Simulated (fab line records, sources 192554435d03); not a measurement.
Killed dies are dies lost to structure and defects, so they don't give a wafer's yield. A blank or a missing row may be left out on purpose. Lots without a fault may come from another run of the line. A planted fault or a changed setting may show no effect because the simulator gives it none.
Chamber matching | flow n5_finfet | N5_BEOL_M9_ALD_74 on ald_metal-02: 4 sister chambers
The step deposits TaN, target thk 2 nm, pulse time 2 s, purge time 3 s. 30 wafers are shown with their chamber, then 12 later ones without.

WAFERS WITH THEIR CHAMBER
wafer  | chamber | heater_power_w (W)
L074.2 | 1       | 421
L074.3 | 3       | 394
L074.6 | 2       | 374
L075.1 | 2       | 371
L075.2 | 0       | 515
L075.5 | 0       | 519
L078.1 | 1       | 422
L078.3 | 0       | 518
L078.6 | 0       | 526
L083.1 | 2       | 375
L083.2 | 0       | 520
L083.3 | 1       | 412
L083.4 | 3       | 404
L083.5 | 2       | 378
L083.6 | 1       | 417
L085.3 | 2       | 366
L085.4 | 1       | 419
L085.5 | 2       | 377
L089.1 | 2       | 386
L089.2 | 0       | 512
L089.3 | 1       | 423
L088.1 | 2       | 366
L088.4 | 0       | 515
L088.6 | 3       | 398
L090.3 | 3       | 389
L090.4 | 2       | 368
L090.6 | 2       | 374
L093.1 | 1       | 405
L093.5 | 2       | 371
L093.6 | 1       | 418

SIGNATURES (means of the wafers above)
reading        | chamber 0 | chamber 1 | chamber 2 | chamber 3 | scatter within a chamber
heater_power_w | 517.86    | 417.12    | 373.27    | 396.25    | 5.69
Rule: a wafer's distance from a chamber is the root of the sum, over the readings, of the square of ((its reading less the chamber's mean) divided by the reading's scatter). The wafer belongs to the nearest chamber; if the next one is less than 2 further off, it can't be placed. The scatter: the root of (the sum of the squares of (reading less its chamber's mean) over the shown wafers, divided by (wafers less chambers)).

WAFERS WITHOUT THEIR CHAMBER
wafer  | heater_power_w (W)
L094.1 | 413
L094.2 | 365
L094.3 | 418
L094.4 | 543
L094.5 | 422
L094.6 | 519
L096.1 | 408
L096.3 | 397
L096.5 | 408
L097.1 | 521
L097.2 | 398
L097.3 | 398

WHICH CHAMBER EACH WENT THROUGH
wafer  | from the rows above     | in truth
L094.1 | 1                       | 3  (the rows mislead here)
L094.2 | 2                       | 2
L094.3 | 1                       | 1
L094.4 | 0                       | 0
L094.5 | 1                       | 1
L094.6 | 0                       | 0
L096.1 | can't be placed: 1 or 3 | 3
L096.3 | 3                       | 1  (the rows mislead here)
L096.5 | can't be placed: 1 or 3 | 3
L097.1 | 0                       | 0
L097.2 | 3                       | 3
L097.3 | 3                       | 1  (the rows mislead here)
Placed correctly: 7 of 12. Can't be placed from these rows: 2 (the true chamber is among the candidates in 2). Placed wrongly: 3.
